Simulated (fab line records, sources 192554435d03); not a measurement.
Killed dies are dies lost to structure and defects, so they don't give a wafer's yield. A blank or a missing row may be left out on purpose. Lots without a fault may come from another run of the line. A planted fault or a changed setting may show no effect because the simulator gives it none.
Which tool did it? | flow n5_finfet | 8 lots, 22 wafers sampled, at 8 steps of a route of 1938

WHAT THE GAUGES READ, wafer by wafer
N5_BEOL_M4_CD_MEAS_28: target cd 26.2 nm, target cd y 24.1 nm. Usual: cd_nm 26.23 nm, standard deviation 0.23.
lot  | measured     | on        | cd_nm (nm)        | flag
L584 | day 9 02:58  | cd_sem-03 | 26.03 26.17 26.58 |
L590 | day 10 14:20 | cd_sem-02 | 26.48 26.18 26.06 |
L591 | day 11 04:15 | cd_sem-02 | 26.21 26.18       |
L594 | day 11 05:10 | cd_sem-01 | 26.37 25.91 26.23 |
L595 | day 11 18:49 | cd_sem-01 | 26.23 26.25       |
L600 | day 13 00:53 | cd_sem-02 | 26.17 26.57 26.39 |
L599 | day 13 01:30 | cd_sem-02 | 26.49 26.15 26.30 |
L604 | day 14 07:38 | cd_sem-02 | 26.52 26.11 25.95 |

N5_BEOL_M4_OCD_MEAS_38. Usual: trench_depth_nm 54.8 nm, standard deviation 1.5.
lot  | measured     | on     | trench_depth_nm (nm) | flag
L584 | day 9 17:05  | ocd-02 | 57.5 56.1 56.6       |
L590 | day 11 03:17 | ocd-01 | 58.1 56.9 53.4       |
L591 | day 11 13:26 | ocd-02 | 36.2 56.9            | OFF
L594 | day 12 01:39 | ocd-01 | 35.7 56.5 56.6       | OFF
L595 | day 12 10:04 | ocd-01 | 36.0 36.1            | OFF
L600 | day 13 04:37 | ocd-01 | 55.7 57.7 55.2       |
L599 | day 13 07:56 | ocd-02 | 53.9 55.5 54.8       |
L604 | day 14 11:17 | ocd-02 | 53.7 55.0 54.3       |

N5_BEOL_M4_THK_MEAS_53: measures by xrf. Usual: M4_THK 39.3 nm, standard deviation 1.7.
lot  | measured     | on            | M4_THK (nm)    | flag
L584 | day 9 20:45  | film_metro-02 | 41.5 41.5 43.5 |
L590 | day 11 08:49 | film_metro-01 | 41.9 40.3 38.2 |
L591 | day 11 16:55 | film_metro-02 | 20.9 41.8      | OFF
L594 | day 12 07:37 | film_metro-02 | 19.3 40.6 39.9 | OFF
L595 | day 12 15:15 | film_metro-02 | 21.8 19.6      | OFF
L600 | day 13 08:39 | film_metro-01 | 42.4 43.9 42.0 |
L599 | day 13 13:17 | film_metro-02 | 39.4 39.9 40.9 |
L604 | day 14 15:32 | film_metro-02 | 38.2 38.5 38.1 |

N5_BEOL_M4_RS_MEAS_58: measures by four-point-probe. Usual: M4_RS 0.69 ohm/sq, standard deviation 0.039.
lot  | measured     | on            | M4_RS (ohm/sq) | flag
L584 | day 9 21:02  | film_metro-02 | 0.64 0.64 0.60 |
L590 | day 11 09:04 | film_metro-01 | 0.63 0.66 0.71 |
L591 | day 11 17:14 | film_metro-02 | 1.62 0.64      | OFF
L594 | day 12 07:52 | film_metro-01 | 1.77 0.64 0.67 | OFF
L595 | day 12 15:32 | film_metro-02 | 1.49 1.73      | OFF
L600 | day 13 08:55 | film_metro-01 | 0.63 0.60 0.63 |
L599 | day 13 13:32 | film_metro-02 | 0.69 0.68 0.66 |
L604 | day 14 15:48 | film_metro-02 | 0.71 0.70 0.71 |

N5_BEOL_M4_RC_MEAS_101. Usual: DIBL_N 36.6 mV/V, standard deviation 1.9; DIBL_P 36.7 mV/V, standard deviation 2.2; IOFF_N 0.16 nA/um, standard deviation 0.035; IOFF_P 0.22 nA/um, standard deviation 0.038; ION_N 672 uA/um, standard deviation 14; ION_P 462 uA/um, standard deviation 8.3; SERP_M4 195 ohm/um, standard deviation 15; SERP_M4_max_site 209 ohm/um, standard deviation 16; SS_N 71.6 mV/dec, standard deviation 0.65; SS_P 73.5 mV/dec, standard deviation 0.72; VT_N 250 mV, standard deviation 3.5; VT_P -250 mV, standard deviation 3.1.
lot  | measured     | on        | DIBL_N (mV/V)  | DIBL_P (mV/V)  | IOFF_N (nA/um) | IOFF_P (nA/um) | ION_N (uA/um) | ION_P (uA/um) | SERP_M4 (ohm/um) | SERP_M4_max_site (ohm/um) | SS_N (mV/dec)  | SS_P (mV/dec)  | VT_N (mV)   | VT_P (mV)      | flag
L584 | day 9 21:14  | prober-02 | 35.1 36.8 35.6 | 35.1 37.9 36.8 | 0.14 0.16 0.15 | 0.18 0.22 0.21 | 679 668 680   | 466 460 469   | 195 181 185      | 215 185 206               | 71.7 71.1 70.9 | 72.6 74.0 72.8 | 252 253 250 | -252 -251 -249 |
L590 | day 11 09:17 | prober-02 | 36.3 37.3 36.5 | 36.6 38.0 37.6 | 0.15 0.16 0.16 | 0.21 0.23 0.22 | 678 659 681   | 468 459 463   | 184 192 215      | 192 203 228               | 71.1 71.4 71.4 | 73.3 74.0 73.7 | 252 250 247 | -252 -248 -250 |
L591 | day 11 17:44 | prober-02 | 33.8 33.7      | 32.8 32.6      | 0.12 0.12      | 0.16 0.16      | 656 642       | 454 439       | 414 176          | 449 190                   | 71.4 71.3      | 72.9 72.9      | 256 258     | -253 -251      | OFF
L594 | day 12 08:23 | prober-01 | 35.5 33.3 35.3 | 35.2 32.9 34.6 | 0.13 0.11 0.14 | 0.18 0.16 0.18 | 650 656 665   | 451 459 452   | 404 167 179      | 468 180 192               | 71.8 70.9 71.5 | 73.1 72.7 73.1 | 252 254 253 | -251 -254 -251 | OFF
L595 | day 12 15:44 | prober-02 | 34.9 36.8      | 35.8 38.6      | 0.13 0.17      | 0.18 0.24      | 671 672       | 456 463       | 404 473          | 431 485                   | 72.0 71.8      | 73.1 73.5      | 253 249     | -253 -248      | OFF
L600 | day 13 09:16 | prober-02 | 40.8 35.1 36.6 | 42.0 35.6 36.8 | 0.26 0.14 0.16 | 0.32 0.21 0.21 | 692 663 676   | 467 457 462   | 174 167 181      | 181 176 192               | 72.9 71.1 71.7 | 74.4 73.1 73.4 | 245 251 250 | -245 -249 -251 |
L599 | day 13 13:35 | prober-02 | 38.5 39.1 37.1 | 37.6 38.6 36.5 | 0.19 0.21 0.17 | 0.21 0.23 0.20 | 674 693 686   | 453 471 466   | 195 178 201      | 205 197 214               | 72.4 72.5 71.5 | 74.1 74.6 73.9 | 246 247 246 | -251 -252 -253 |
L604 | day 14 16:10 | prober-01 | 37.0 36.8 38.7 | 38.4 38.0 39.6 | 0.17 0.17 0.20 | 0.22 0.24 0.26 | 674 676 694   | 467 459 470   | 187 183 179      | 198 191 195               | 71.4 72.2 72.2 | 73.3 74.1 73.6 | 251 248 249 | -250 -248 -248 |

WHICH TOOL RAN EACH LOT (tool, then ch and the chambers of the sampled wafers, then the start)
lot  | N5_BEOL_M4_ETCH_74                 | N5_BEOL_M4_TRENCH_ETCH_37          | N5_BEOL_M4_ETCH_41
L584 | rie_diel-05 ch 1,2,3, day 9 02:04  | rie_diel-02 ch 2,3, day 9 16:56    | rie_diel-02 ch 2,3, day 9 17:05 or earlier
L590 | rie_diel-02 ch 1,2,3, day 10 13:33 | rie_diel-02 ch 0,1,3, day 11 03:08 | rie_diel-02 ch 0,1,3, day 11 03:17 or earlier
L591 | rie_diel-02 ch 0,2, day 11 03:32   | rie_diel-02 ch 2,3, day 11 13:17   | rie_diel-02 ch 2,3, day 11 13:26 or earlier
L594 | rie_diel-04 ch 0,1,2, day 11 04:26 | rie_diel-02 ch 0,2,3, day 12 01:29 | rie_diel-02 ch 0,2,3, day 12 01:39 or earlier
L595 | rie_diel-04 ch 1,2, day 11 17:53   | rie_diel-02 ch 0,2, day 12 09:55   | rie_diel-02 ch 0,2, day 12 10:04 or earlier
L600 | rie_diel-05 ch 1,3, day 13 00:02   | rie_diel-05 ch 1,2,3, day 13 04:26 | rie_diel-05 ch 1,2,3, day 13 04:37 or earlier
L599 | rie_diel-04 ch 0,2, day 13 00:44   | rie_diel-04 ch 0,1,2, day 13 07:46 | rie_diel-04 ch 0,1,2, day 13 07:56 or earlier
L604 | rie_diel-05 ch 1,3, day 14 06:48   | rie_diel-04 ch 0,3, day 14 11:08   | rie_diel-04 ch 0,3, day 14 11:17 or earlier
- N5_BEOL_M4_ETCH_74: etches underlayer in N2/H2, target depth 6.5 nm, time 5.2 s.
- N5_BEOL_M4_TRENCH_ETCH_37: etches SiOC in C4F6/O2, target depth 55.555 nm, time 29.2 s.
- N5_BEOL_M4_ETCH_41: etches SiCN in CH3F/O2, target depth 29.9 nm, time 52.5 s.

WHAT THE TOOLS THEMSELVES READ (means of the sampled wafers that have a number; where no wafer has one, the mark that the record gives instead)
N5_BEOL_M4_ETCH_74. Usual: drypump_motor_current_A 5.8 A, standard deviation 0.37; etch_rf_on_time_s 5.32 s, standard deviation 0.15; h2_flow_sccm 200.0 sccm, standard deviation 0.68; oes_product_au 0.62 a.u., standard deviation 0.061; rf_vpp_V 524 V, standard deviation 3; showerhead_plenum_p_Torr 2.55 Torr, standard deviation 0.098; throttle_valve_pct 17.9 %, standard deviation 0.32.
lot  | tool        | drypump_motor_current_A (A) | etch_rf_on_time_s (s) | h2_flow_sccm (sccm) | oes_product_au (a.u.) | rf_vpp_V (V) | showerhead_plenum_p_Torr (Torr) | throttle_valve_pct (%) | flag
L584 | rie_diel-05 | 6.0                         | 5.33                  | 200.4               | 0.60                  | 523          | 2.52                            | 18.0                   |
L590 | rie_diel-02 | 5.7                         | 5.23                  | 200.0               | 0.62                  | 524          | 2.61                            | 18.0                   |
L591 | rie_diel-02 | 6.0                         | 5.14                  | 200.2               | 0.76                  | 528          | 2.70                            | 17.6                   |
L594 | rie_diel-04 | 5.7                         | 5.37                  | 200.5               | 0.62                  | 524          | 2.49                            | 17.8                   |
L595 | rie_diel-04 | 5.7                         | 5.38                  | 200.2               | 0.59                  | 523          | 2.53                            | 18.1                   |
L600 | rie_diel-05 | 6.2                         | 5.19                  | 199.4               | 0.67                  | 525          | 2.57                            | 17.8                   |
L599 | rie_diel-04 | 5.9                         | 5.28                  | 200.6               | 0.61                  | 520          | 2.42                            | 17.8                   |
L604 | rie_diel-05 | 6.3                         | 5.12                  | 200.4               | 0.71                  | 526          | 2.63                            | 17.8                   |

N5_BEOL_M4_TRENCH_ETCH_37. Usual: drypump_motor_current_A 5.7 A, standard deviation 0.44; oes_product_au 0.75 a.u., standard deviation 0.084; rf_vpp_V 668 V, standard deviation 13; run_length_s 52.6 s, standard deviation 0.47; showerhead_plenum_p_Torr 2.87 Torr, standard deviation 0.1; throttle_valve_pct 20.90 %, standard deviation 0.28.
lot  | tool        | drypump_motor_current_A (A) | oes_product_au (a.u.) | rf_vpp_V (V) | run_length_s (s) | showerhead_plenum_p_Torr (Torr) | throttle_valve_pct (%) | flag
L584 | rie_diel-02 | 5.9                         | 0.79                  | 684          | 52.5             | 2.93                            | 20.80                  |
L590 | rie_diel-02 | 5.5                         | 0.78                  | 676          | 52.5             | 2.91                            | 20.77                  |
L591 | rie_diel-02 | 5.7                         | 0.75                  | 683          | 47.4             | 2.88                            | 20.83                  | OFF
L594 | rie_diel-02 | 5.7                         | 0.81                  | 682          | 49.1             | 2.93                            | 20.72                  | OFF
L595 | rie_diel-02 | 6.1                         | 0.86                  | 682          | 41.6             | 3.01                            | 20.70                  | OFF
L600 | rie_diel-05 | 6.0                         | 0.78                  | 673          | 52.6             | 2.92                            | 20.86                  |
L599 | rie_diel-04 | 5.7                         | 0.71                  | 657          | 52.3             | 2.80                            | 20.91                  |
L604 | rie_diel-04 | 5.7                         | 0.79                  | 651          | 53.2             | 2.79                            | 20.70                  |

N5_BEOL_M4_ETCH_41. Usual: drypump_motor_current_A 5.7 A, standard deviation 0.44; oes_product_au 0.75 a.u., standard deviation 0.086; rf_vpp_V 297.5 V, standard deviation 1.7; run_length_s 75.9 s, standard deviation 0.42; showerhead_plenum_p_Torr 2.01 Torr, standard deviation 0.077; throttle_valve_pct 16.38 %, standard deviation 0.27.
lot  | tool        | drypump_motor_current_A (A) | oes_product_au (a.u.) | rf_vpp_V (V) | run_length_s (s) | showerhead_plenum_p_Torr (Torr) | throttle_valve_pct (%) | flag
L584 | rie_diel-02 | 5.9                         | 0.79                  | 298.6        | 75.8             | 2.07                            | 16.27                  |
L590 | rie_diel-02 | 5.5                         | 0.78                  | 298.5        | 76.0             | 2.05                            | 16.27                  |
L591 | rie_diel-02 | 5.7                         | 0.76                  | 298.1        | 76.2             | 2.04                            | 16.32                  |
L594 | rie_diel-02 | 5.7                         | 0.81                  | 298.5        | 75.6             | 2.06                            | 16.20                  |
L595 | rie_diel-02 | 6.1                         | 0.87                  | 300.1        | 75.8             | 2.12                            | 16.12                  |
L600 | rie_diel-05 | 6.0                         | 0.78                  | 299.2        | 75.8             | 2.05                            | 16.31                  |
L599 | rie_diel-04 | 5.6                         | 0.71                  | 295.6        | 75.8             | 1.96                            | 16.40                  |
L604 | rie_diel-04 | 5.6                         | 0.80                  | 296.0        | 76.2             | 1.96                            | 16.17                  |

THE ANSWER, worked out from the rows above alone
Rule: a lot is off if the mean of its wafers that have a number lies more than 3 standard deviations from the usual mean. A lot without any number at a reading at which 4 lots or more have one is off too. The other lots that the step has rows for count as sound. The gauges are gone through in route order, then the tools' own readings, and for those a lot's mean is taken as printed above. The first step at which some lot is off is used, and at that step the reading that is off furthest; a lot without a number counts as furthest.
Off: L591, L594, L595, at N5_BEOL_M4_OCD_MEAS_38 (trench_depth_nm).
A tool fits if, at a process step before that reading, it ran every lot that is off, and no sound lot after the first of them. The gauges at N5_BEOL_M4_OCD_MEAS_38 aren't tried: what is off there is off at N5_BEOL_M4_THK_MEAS_53 too, on other tools, and a gauge's error can't cause that. N5_BEOL_M4_ETCH_41 gives no start for some lots, so the hours and the order of its lots are those of N5_BEOL_M4_OCD_MEAS_38. One fits: rie_diel-02 at N5_BEOL_M4_TRENCH_ETCH_37 and N5_BEOL_M4_ETCH_41. At N5_BEOL_M4_TRENCH_ETCH_37 its last sound lot is L590 (day 11 03:08), its first lot that is off L591 (day 11 13:17): a fault that began between those two fits.
The tool's own readings at N5_BEOL_M4_TRENCH_ETCH_37 bear it out: on the lots that are off they differ by more than 5 times the standard deviation of the sound lots' means. run_length_s reads 46.0 s there against 52.6 s on the sound lots.

WHAT THE SIMULATOR HAD PUT IN
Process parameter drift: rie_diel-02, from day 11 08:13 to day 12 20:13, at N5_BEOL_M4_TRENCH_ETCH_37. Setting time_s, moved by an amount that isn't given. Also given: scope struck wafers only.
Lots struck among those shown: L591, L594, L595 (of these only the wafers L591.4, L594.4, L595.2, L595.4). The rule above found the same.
